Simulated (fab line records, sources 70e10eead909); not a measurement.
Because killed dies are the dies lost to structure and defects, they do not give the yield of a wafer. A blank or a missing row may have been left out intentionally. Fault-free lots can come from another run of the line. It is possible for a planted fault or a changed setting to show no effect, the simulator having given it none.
fab line records || flow nand-harc
[record] {"lots": 5, "wafers": 15, "last-day": 33}
route steps=1302 shown P_GATE@170
lots that met no fault: taken from a fault-free run of the same line
start-h: hours from the record's first day to the start of the lot's first wafer shown || wait-h: hours elapsed since this lot's preceding step || " same as the row above || L1.1+2: one row covering several wafers at once || - no value, or no start was given || * or withheld: withheld || < > ~ a bound
route shown NAME@n: NAME is a module with steps in the file, n the number in the route of the first one || usual: the fault-free wafers' mean and standard deviation || same: alike in all rows || chamber/n: place in a boat || sites: per-site readings || _std_site: the values' standard deviation || _edge_site: mean of outer sites minus mean of inner sites || radius-mm: for every site, how far away it sits from the centre of the wafer || mask NAME#n: copy n || behind: the last tool/chamber to shape the wafer || hold: cause of the lot's hold/its duration in hours/its outcome || device: which transistor (n, p or np) failed to switch || end of line: the tests these same wafers got at the end of their route || a step with no rows: only its recipe || killed: dies lost to structure and defects at the first sort, not the wafer's yield || map: a wafer's dies, marking killed ones x, the rest . and places with no die _
set.NAME: the run value of the setting; set.NAME@STEP: its run value at that earlier step || model.NAME: the simulator's own value behind a step, which no gauge read
lots at selected steps of the route; one table per step, one row per wafer
services: the hour from which a tool's chamber was out of use, counted from the record's first day as start-h (under 0 if before that day), plus the number of hours and why
[[steps]]
[step NHARC_P_GATE_CD_MEAS_46]
[recipe] {"target-cd-nm": 720, "landing-energy-ev": 500}
[usual] {"cd-nm": "720.0/2.8"}
{"lot.wafer": "L446.2", "tool": "cd-sem-02", "chamber": 0, "start-h": 138.13, "wait-h": "-", "cd-nm": 717.7}
{"lot.wafer": "L446.5", "tool": "cd-sem-02", "chamber": 0, "start-h": 138.13, "wait-h": "-", "cd-nm": 719.6}
{"lot.wafer": "L446.6", "tool": "cd-sem-02", "chamber": 0, "start-h": 138.13, "wait-h": "-", "cd-nm": 717.2}
{"lot.wafer": "L449.1", "tool": "cd-sem-01", "chamber": 0, "start-h": 167.21, "wait-h": "-", "cd-nm": 721.3}
{"lot.wafer": "L449.3", "tool": "cd-sem-01", "chamber": 0, "start-h": 167.21, "wait-h": "-", "cd-nm": 723.0}
{"lot.wafer": "L449.6", "tool": "cd-sem-01", "chamber": 0, "start-h": 167.21, "wait-h": "-", "cd-nm": 717.8}
{"lot.wafer": "L452.1", "tool": "cd-sem-01", "chamber": 0, "start-h": 200.57, "wait-h": "-", "cd-nm": 717.5}
{"lot.wafer": "L452.3", "tool": "cd-sem-01", "chamber": 0, "start-h": 200.57, "wait-h": "-", "cd-nm": 716.8}
{"lot.wafer": "L452.6", "tool": "cd-sem-01", "chamber": 0, "start-h": 200.57, "wait-h": "-", "cd-nm": 714.9}
{"lot.wafer": "L458.1", "tool": "cd-sem-01", "chamber": 0, "start-h": 251.22, "wait-h": "-", "cd-nm": 724.8}
{"lot.wafer": "L458.2", "tool": "cd-sem-01", "chamber": 0, "start-h": 251.22, "wait-h": "-", "cd-nm": 721.9}
{"lot.wafer": "L458.4", "tool": "cd-sem-01", "chamber": 0, "start-h": 251.22, "wait-h": "-", "cd-nm": 722.1}
{"lot.wafer": "L464.2", "tool": "cd-sem-02", "chamber": 0, "start-h": 314.96, "wait-h": "-", "cd-nm": 721.6}
{"lot.wafer": "L464.4", "tool": "cd-sem-02", "chamber": 0, "start-h": 314.96, "wait-h": "-", "cd-nm": 718.7}
{"lot.wafer": "L464.6", "tool": "cd-sem-02", "chamber": 0, "start-h": 314.96, "wait-h": "-", "cd-nm": 723.2}
[step NHARC_P_GATE_HARDBAKE_47]
[recipe] {"temp-c": 125, "time-s": 80}
[step NHARC_P_GATE_DESCUM_48]
[recipe] {"time-s": 3, "o2-flow-sccm": 200, "ar-flow-sccm": 0, "bias-power-w": 0, "chemistry": "O2"}
[usual] {"drypump-motor-current-A": "5.5/0.54", "oes-product-au": "1.000/0.014", "rf-vpp-V": "57.7/0.89", "showerhead-plenum-p-Torr": "1.90/0.07", "throttle-valve-pct": "11.310/0.0086"}
{"lot.wafer": "L446.2", "tool": "rie-diel-10", "chamber": 1, "start-h": 138.32, "wait-h": "-", "drypump-motor-current-A": 5.5, "oes-product-au": 0.999, "rf-hours-counter-h": 3.1, "rf-vpp-V": 56.1, "showerhead-plenum-p-Torr": 1.85, "throttle-valve-pct": 11.300}
{"lot.wafer": "L446.5", "tool": "rie-diel-10", "chamber": 2, "start-h": 138.32, "wait-h": "-", "drypump-motor-current-A": 5.1, "oes-product-au": 0.995, "rf-hours-counter-h": "-", "rf-vpp-V": 57.7, "showerhead-plenum-p-Torr": 1.82, "throttle-valve-pct": 11.320}
{"lot.wafer": "L446.6", "tool": "rie-diel-10", "chamber": 3, "start-h": 138.32, "wait-h": "-", "drypump-motor-current-A": 6.6, "oes-product-au": 0.989, "rf-hours-counter-h": "-", "rf-vpp-V": 57.5, "showerhead-plenum-p-Torr": 1.82, "throttle-valve-pct": 11.319}
{"lot.wafer": "L449.1", "tool": "rie-diel-07", "chamber": 3, "start-h": 167.38, "wait-h": "-", "drypump-motor-current-A": 5.1, "oes-product-au": 1.007, "rf-hours-counter-h": 3.0, "rf-vpp-V": 59.4, "showerhead-plenum-p-Torr": 1.95, "throttle-valve-pct": 11.301}
{"lot.wafer": "L449.3", "tool": "rie-diel-07", "chamber": 1, "start-h": 167.38, "wait-h": "-", "drypump-motor-current-A": 5.1, "oes-product-au": 0.979, "rf-hours-counter-h": 2.5, "rf-vpp-V": 57.3, "showerhead-plenum-p-Torr": 1.89, "throttle-valve-pct": 11.318}
{"lot.wafer": "L449.6", "tool": "rie-diel-07", "chamber": 2, "start-h": 167.38, "wait-h": "-", "drypump-motor-current-A": 5.2, "oes-product-au": 0.996, "rf-hours-counter-h": "-", "rf-vpp-V": 57.7, "showerhead-plenum-p-Torr": 2.02, "throttle-valve-pct": 11.318}
{"lot.wafer": "L452.1", "tool": "rie-diel-10", "chamber": 0, "start-h": 200.74, "wait-h": "-", "drypump-motor-current-A": 5.0, "oes-product-au": 1.031, "rf-hours-counter-h": 6.5, "rf-vpp-V": 57.0, "showerhead-plenum-p-Torr": 1.92, "throttle-valve-pct": 11.317}
{"lot.wafer": "L452.3", "tool": "rie-diel-10", "chamber": 2, "start-h": 200.74, "wait-h": "-", "drypump-motor-current-A": 5.1, "oes-product-au": 0.994, "rf-hours-counter-h": 8.0, "rf-vpp-V": 58.5, "showerhead-plenum-p-Torr": 1.82, "throttle-valve-pct": 11.319}
{"lot.wafer": "L452.6", "tool": "rie-diel-10", "chamber": 3, "start-h": 200.74, "wait-h": "-", "drypump-motor-current-A": 6.6, "oes-product-au": 0.989, "rf-hours-counter-h": "-", "rf-vpp-V": 57.6, "showerhead-plenum-p-Torr": 1.82, "throttle-valve-pct": 11.313}
{"lot.wafer": "L458.1", "tool": "rie-diel-07", "chamber": 2, "start-h": 251.38, "wait-h": "-", "drypump-motor-current-A": 5.3, "oes-product-au": 0.981, "rf-hours-counter-h": 8.7, "rf-vpp-V": 58.8, "showerhead-plenum-p-Torr": 2.02, "throttle-valve-pct": 11.306}
{"lot.wafer": "L458.2", "tool": "rie-diel-07", "chamber": 0, "start-h": 251.38, "wait-h": "-", "drypump-motor-current-A": 5.9, "oes-product-au": 1.003, "rf-hours-counter-h": 6.6, "rf-vpp-V": 58.7, "showerhead-plenum-p-Torr": 1.98, "throttle-valve-pct": 11.306}
{"lot.wafer": "L458.4", "tool": "rie-diel-07", "chamber": 1, "start-h": 251.38, "wait-h": "-", "drypump-motor-current-A": 5.1, "oes-product-au": 0.974, "rf-hours-counter-h": 7.8, "rf-vpp-V": 57.5, "showerhead-plenum-p-Torr": 1.89, "throttle-valve-pct": 11.315}
{"lot.wafer": "L464.2", "tool": "rie-diel-10", "chamber": 3, "start-h": 315.13, "wait-h": "-", "drypump-motor-current-A": 6.6, "oes-product-au": 0.972, "rf-hours-counter-h": 4.1, "rf-vpp-V": 57.7, "showerhead-plenum-p-Torr": 1.82, "throttle-valve-pct": 11.300}
{"lot.wafer": "L464.4", "tool": "rie-diel-10", "chamber": 0, "start-h": 315.13, "wait-h": "-", "drypump-motor-current-A": 5.1, "oes-product-au": 1.007, "rf-hours-counter-h": 3.2, "rf-vpp-V": 58.0, "showerhead-plenum-p-Torr": 1.91, "throttle-valve-pct": 11.304}
{"lot.wafer": "L464.6", "tool": "rie-diel-10", "chamber": 2, "start-h": 315.13, "wait-h": "-", "drypump-motor-current-A": 5.1, "oes-product-au": 1.000, "rf-hours-counter-h": "-", "rf-vpp-V": 57.9, "showerhead-plenum-p-Torr": 1.82, "throttle-valve-pct": 11.304}
[step NHARC_P_GATE_IMPLANT_49]
[recipe] {"energy-kev": 30, "dose-cm2": 3e+15, "tilt-deg": 7}
[step NHARC_P_GATE_STRIP_111]
[recipe] {"power-w": 1500, "temp-c": 110, "time-s": 250, "chemistry": "N2/H2"}
[usual] {"drypump-motor-current-A": "5.62/0.17", "heater-power-w": "83/5.1"}
{"lot.wafer": "L446.2", "tool": "plasma-asher-01", "chamber": 0, "start-h": 138.66, "wait-h": 0.2, "drypump-motor-current-A": 5.36, "heater-power-w": 85, "rf-hours-counter-h": 31}
{"lot.wafer": "L446.5", "tool": "plasma-asher-01", "chamber": 0, "start-h": 138.66, "wait-h": 0.2, "drypump-motor-current-A": 5.34, "heater-power-w": 85, "rf-hours-counter-h": "-"}
{"lot.wafer": "L446.6", "tool": "plasma-asher-01", "chamber": 1, "start-h": 138.66, "wait-h": 0.2, "drypump-motor-current-A": 5.66, "heater-power-w": 77, "rf-hours-counter-h": "-"}
{"lot.wafer": "L449.1", "tool": "plasma-asher-02", "chamber": 0, "start-h": 167.81, "wait-h": 0.2, "drypump-motor-current-A": 5.83, "heater-power-w": 88, "rf-hours-counter-h": 16}
{"lot.wafer": "L449.3", "tool": "plasma-asher-02", "chamber": 0, "start-h": 167.81, "wait-h": 0.2, "drypump-motor-current-A": 5.78, "heater-power-w": 88, "rf-hours-counter-h": "-"}
{"lot.wafer": "L449.6", "tool": "plasma-asher-02", "chamber": 1, "start-h": 167.81, "wait-h": 0.2, "drypump-motor-current-A": 5.69, "heater-power-w": 76, "rf-hours-counter-h": "-"}
{"lot.wafer": "L452.1", "tool": "plasma-asher-02", "chamber": 1, "start-h": 201.15, "wait-h": 0.2, "drypump-motor-current-A": 5.66, "heater-power-w": 74, "rf-hours-counter-h": 22}
{"lot.wafer": "L452.3", "tool": "plasma-asher-02", "chamber": 0, "start-h": 201.15, "wait-h": 0.2, "drypump-motor-current-A": 5.80, "heater-power-w": 90, "rf-hours-counter-h": "-"}
{"lot.wafer": "L452.6", "tool": "plasma-asher-02", "chamber": 0, "start-h": 201.15, "wait-h": 0.2, "drypump-motor-current-A": 5.76, "heater-power-w": 88, "rf-hours-counter-h": "-"}
{"lot.wafer": "L458.2", "tool": "plasma-asher-01", "chamber": 0, "start-h": 251.94, "wait-h": 0.4, "drypump-motor-current-A": 5.32, "heater-power-w": 80, "rf-hours-counter-h": 14}
{"lot.wafer": "L458.1", "tool": "plasma-asher-01", "chamber": 1, "start-h": 251.94, "wait-h": 0.4, "drypump-motor-current-A": 5.69, "heater-power-w": 85, "rf-hours-counter-h": 14}
{"lot.wafer": "L458.4", "tool": "plasma-asher-01", "chamber": 0, "start-h": 251.94, "wait-h": 0.4, "drypump-motor-current-A": 5.32, "heater-power-w": 81, "rf-hours-counter-h": "-"}
{"lot.wafer": "L464.2", "tool": "plasma-asher-01", "chamber": 0, "start-h": 315.49, "wait-h": 0.2, "drypump-motor-current-A": 5.39, "heater-power-w": 81, "rf-hours-counter-h": 30}
{"lot.wafer": "L464.4", "tool": "plasma-asher-01", "chamber": 0, "start-h": 315.49, "wait-h": 0.2, "drypump-motor-current-A": 5.38, "heater-power-w": 80, "rf-hours-counter-h": "-"}
{"lot.wafer": "L464.6", "tool": "plasma-asher-01", "chamber": 1, "start-h": 315.49, "wait-h": 0.2, "drypump-motor-current-A": 5.67, "heater-power-w": 84, "rf-hours-counter-h": "-"}
[step NHARC_P_GATE_STRIP_75]
[recipe] {"power-w": 1500, "temp-c": 250, "chemistry": "O2"}
[usual] {"drypump-motor-current-A": "5.61/0.16", "heater-power-w": "310/19"}
{"lot.wafer": "L446.2", "tool": "plasma-asher-01", "chamber": 0, "start-h": 138.96, "wait-h": 0.2, "drypump-motor-current-A": 5.34, "heater-power-w": 309, "rf-hours-counter-h": 31}
{"lot.wafer": "L446.5", "tool": "plasma-asher-01", "chamber": 0, "start-h": 138.96, "wait-h": 0.2, "drypump-motor-current-A": 5.37, "heater-power-w": 315, "rf-hours-counter-h": "-"}
{"lot.wafer": "L446.6", "tool": "plasma-asher-01", "chamber": 1, "start-h": 138.96, "wait-h": 0.2, "drypump-motor-current-A": 5.64, "heater-power-w": 297, "rf-hours-counter-h": "-"}
{"lot.wafer": "L449.1", "tool": "plasma-asher-02", "chamber": 0, "start-h": 168.07, "wait-h": 0.2, "drypump-motor-current-A": 5.76, "heater-power-w": 335, "rf-hours-counter-h": 17}
{"lot.wafer": "L449.3", "tool": "plasma-asher-02", "chamber": 0, "start-h": 168.07, "wait-h": 0.2, "drypump-motor-current-A": 5.73, "heater-power-w": 334, "rf-hours-counter-h": "-"}
{"lot.wafer": "L449.6", "tool": "plasma-asher-02", "chamber": 1, "start-h": 168.07, "wait-h": 0.2, "drypump-motor-current-A": 5.66, "heater-power-w": 284, "rf-hours-counter-h": "-"}
{"lot.wafer": "L452.1", "tool": "plasma-asher-02", "chamber": 1, "start-h": 201.41, "wait-h": 0.2, "drypump-motor-current-A": 5.68, "heater-power-w": 286, "rf-hours-counter-h": 23}
{"lot.wafer": "L452.3", "tool": "plasma-asher-02", "chamber": 0, "start-h": 201.41, "wait-h": 0.2, "drypump-motor-current-A": 5.77, "heater-power-w": 337, "rf-hours-counter-h": "-"}
{"lot.wafer": "L452.6", "tool": "plasma-asher-02", "chamber": 0, "start-h": 201.41, "wait-h": 0.2, "drypump-motor-current-A": 5.76, "heater-power-w": 335, "rf-hours-counter-h": "-"}
{"lot.wafer": "L458.2", "tool": "plasma-asher-01", "chamber": 0, "start-h": 252.24, "wait-h": 0.2, "drypump-motor-current-A": 5.37, "heater-power-w": 300, "rf-hours-counter-h": 15}
{"lot.wafer": "L458.1", "tool": "plasma-asher-01", "chamber": 1, "start-h": 252.24, "wait-h": 0.2, "drypump-motor-current-A": 5.65, "heater-power-w": 325, "rf-hours-counter-h": 15}
{"lot.wafer": "L458.4", "tool": "plasma-asher-01", "chamber": 0, "start-h": 252.24, "wait-h": 0.2, "drypump-motor-current-A": 5.34, "heater-power-w": 299, "rf-hours-counter-h": "-"}
{"lot.wafer": "L464.2", "tool": "plasma-asher-01", "chamber": 0, "start-h": 315.79, "wait-h": 0.3, "drypump-motor-current-A": 5.36, "heater-power-w": 299, "rf-hours-counter-h": 30}
{"lot.wafer": "L464.4", "tool": "plasma-asher-01", "chamber": 0, "start-h": 315.79, "wait-h": 0.3, "drypump-motor-current-A": 5.36, "heater-power-w": 297, "rf-hours-counter-h": "-"}
{"lot.wafer": "L464.6", "tool": "plasma-asher-01", "chamber": 1, "start-h": 315.79, "wait-h": 0.3, "drypump-motor-current-A": 5.70, "heater-power-w": 316, "rf-hours-counter-h": "-"}
[step NHARC_P_GATE_STRIP_50]
[recipe] {"time-s": 900, "temp-c": 130, "chemistry": "SPM"}
[step NHARC_P_GATE_DEHYDRATE_51]
[recipe] {"temp-c": 150, "time-s": 120}
[step NHARC_P_GATE_HMDS_52]
[recipe] {"time-s": 30}
[step NHARC_P_GATE_COAT_53]
[recipe] {"spin-rpm": 3000}
[step NHARC_P_GATE_SOFTBAKE_54]
[recipe] {"temp-c": 122, "time-s": 95}
[step NHARC_P_GATE_EBR_55]
[step NHARC_P_GATE_EXPOSE_56]
[recipe] {"na": 0.6, "target-cd-nm": 720, "dose-mj": 14.81, "mask-id": "P_PSD"}
{"lot.wafer": "L446.2+5+6", "tool": "krf-scanner-04", "chamber": 0, "start-h": 139.61, "wait-h": "-", "mask": "P_PSD#0"}
{"lot.wafer": "L449.1+3+6", "tool": "krf-scanner-04", "chamber": 0, "start-h": 168.70, "wait-h": "-", "mask": "P_PSD#0"}
{"lot.wafer": "L452.1+3+6", "tool": "krf-scanner-04", "chamber": 0, "start-h": 202.09, "wait-h": "-", "mask": "P_HVN#0"}
{"lot.wafer": "L458.1+2+4", "tool": "krf-scanner-02", "chamber": 0, "start-h": 252.88, "wait-h": "-", "mask": "P_PSD#0"}
{"lot.wafer": "L464.2+4+6", "tool": "krf-scanner-03", "chamber": 0, "start-h": 316.56, "wait-h": "-", "mask": "P_PSD#0"}
[step NHARC_P_GATE_PEB_57]
[recipe] {"peb-temp-c": 118, "peb-time-s": 85}
[step NHARC_P_GATE_DEVELOP_58]
[recipe] {"time-s": 70}
[step NHARC_P_GATE_CD_MEAS_59]
[recipe] {"target-cd-nm": 720, "landing-energy-ev": 500}
[usual] {"cd-nm": "719.0/3"}
{"lot.wafer": "L446.2", "tool": "cd-sem-03", "chamber": 0, "start-h": 139.76, "wait-h": "-", "cd-nm": 716.0}
{"lot.wafer": "L446.5", "tool": "cd-sem-03", "chamber": 0, "start-h": 139.76, "wait-h": "-", "cd-nm": 721.8}
{"lot.wafer": "L446.6", "tool": "cd-sem-03", "chamber": 0, "start-h": 139.76, "wait-h": "-", "cd-nm": 722.5}
{"lot.wafer": "L449.1", "tool": "cd-sem-02", "chamber": 0, "start-h": 168.86, "wait-h": "-", "cd-nm": 719.3}
{"lot.wafer": "L449.3", "tool": "cd-sem-02", "chamber": 0, "start-h": 168.86, "wait-h": "-", "cd-nm": 717.2}
{"lot.wafer": "L449.6", "tool": "cd-sem-02", "chamber": 0, "start-h": 168.86, "wait-h": "-", "cd-nm": 720.7}
{"lot.wafer": "L452.1", "tool": "cd-sem-02", "chamber": 0, "start-h": 202.24, "wait-h": "-", "cd-nm": "-"}
{"lot.wafer": "L452.3", "tool": "cd-sem-02", "chamber": 0, "start-h": 202.24, "wait-h": "-", "cd-nm": "-"}
{"lot.wafer": "L452.6", "tool": "cd-sem-02", "chamber": 0, "start-h": 202.24, "wait-h": "-", "cd-nm": "-"}
{"lot.wafer": "L458.1", "tool": "cd-sem-03", "chamber": 0, "start-h": 253.04, "wait-h": "-", "cd-nm": 721.7}
{"lot.wafer": "L458.2", "tool": "cd-sem-03", "chamber": 0, "start-h": 253.04, "wait-h": "-", "cd-nm": 723.0}
{"lot.wafer": "L458.4", "tool": "cd-sem-03", "chamber": 0, "start-h": 253.04, "wait-h": "-", "cd-nm": 719.3}
{"lot.wafer": "L464.2", "tool": "cd-sem-01", "chamber": 0, "start-h": 316.71, "wait-h": "-", "cd-nm": 719.2}
{"lot.wafer": "L464.4", "tool": "cd-sem-01", "chamber": 0, "start-h": 316.71, "wait-h": "-", "cd-nm": 719.1}
{"lot.wafer": "L464.6", "tool": "cd-sem-01", "chamber": 0, "start-h": 316.71, "wait-h": "-", "cd-nm": 723.4}
[step NHARC_P_GATE_HARDBAKE_60]
[recipe] {"temp-c": 125, "time-s": 80}
[[services]]
{"tool": "rie-diel-07", "chamber": "-", "start-h": 117.20, "hours": 9.0, "kind": "pm"}
{"tool": "rie-diel-10", "chamber": "-", "start-h": 129.16, "hours": 3.4, "kind": "repair"}
{"tool": "rie-diel-07", "chamber": 0, "start-h": 130.65, "hours": 16.1, "kind": "repair"}
{"tool": "plasma-asher-01", "chamber": "-", "start-h": 165.76, "hours": 9.0, "kind": "pm"}
{"tool": "rie-diel-07", "chamber": 0, "start-h": 165.99, "hours": 11.2, "kind": "repair"}
{"tool": "rie-diel-10", "chamber": 1, "start-h": 172.55, "hours": 2.6, "kind": "repair"}
{"tool": "rie-diel-10", "chamber": 3, "start-h": 180.49, "hours": 2.1, "kind": "repair"}
{"tool": "krf-scanner-04", "chamber": "-", "start-h": 182.00, "hours": 4.0, "kind": "pm"}
{"tool": "rie-diel-10", "chamber": 0, "start-h": 184.58, "hours": 1.4, "kind": "repair"}
{"tool": "rie-diel-10", "chamber": "-", "start-h": 200.96, "hours": 1.0, "kind": "repair"}
{"tool": "plasma-asher-01", "chamber": "-", "start-h": 202.61, "hours": 3.5, "kind": "repair"}
{"tool": "rie-diel-07", "chamber": 3, "start-h": 204.62, "hours": 7.3, "kind": "repair"}
{"tool": "krf-scanner-03", "chamber": "-", "start-h": 228.07, "hours": 4.0, "kind": "pm"}
{"tool": "rie-diel-10", "chamber": 0, "start-h": 234.53, "hours": 13.7, "kind": "repair"}
{"tool": "rie-diel-10", "chamber": "-", "start-h": 242.50, "hours": 9.0, "kind": "pm"}
{"tool": "plasma-asher-02", "chamber": "-", "start-h": 249.05, "hours": 9.0, "kind": "pm"}
{"tool": "rie-diel-10", "chamber": 0, "start-h": 254.05, "hours": 7.4, "kind": "repair"}
{"tool": "krf-scanner-03", "chamber": "-", "start-h": 258.09, "hours": 0.2, "kind": "repair"}
{"tool": "krf-scanner-02", "chamber": "-", "start-h": 266.00, "hours": 4.0, "kind": "pm"}
{"tool": "krf-scanner-02", "chamber": "-", "start-h": 285.02, "hours": 0.5, "kind": "repair"}
{"tool": "rie-diel-07", "chamber": "-", "start-h": 294.20, "hours": 9.0, "kind": "pm"}
{"tool": "krf-scanner-03", "chamber": "-", "start-h": 299.16, "hours": 13.1, "kind": "repair"}
{"tool": "krf-scanner-02", "chamber": "-", "start-h": 301.03, "hours": 2.0, "kind": "repair"}
{"tool": "krf-scanner-04", "chamber": "-", "start-h": 301.14, "hours": 2.7, "kind": "repair"}
[[key]]
[first-sign] {"step": "NHARC_P_GATE_EXPOSE_56", "reading": "mask", "direction": "changed"}
[effect] {"step": "NHARC_P_GATE_CD_MEAS_59", "reading": "cd-nm", "direction": "missing"}
met-at NHARC_P_GATE_EXPOSE_56
struck-wafers L452.1,L452.3,L452.6
later-rows-left-out L452.1,L452.3,L452.6
sort-left-out L452.1,L452.3,L452.6
tester-left-out L452
onset-between 168.70 202.09
[fault] {"kind": "wrong-mask", "tool": "any", "chamber": "-", "onset-h": 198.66, "steps": "NHARC_P_GATE_EXPOSE_56", "aux-copy": "P_HVN#0", "scope": "struck-lots-only"}
// tester-left-out: of these lots the tester's yield and bins aren't shown, on N5 and GAA mostly nor the transistor test; their killed dies are dies lost to structure and defects alone, not to doping, threshold or leakage, so they don't give the yield
// sort-left-out: the simulated sort isn't trusted on such a fault, so these wafers' sort isn't shown, and their yield isn't known
// later-rows-left-out: the simulator's readings of these wafers behind a module that went badly wrong aren't trusted and aren't shown, but for the sort
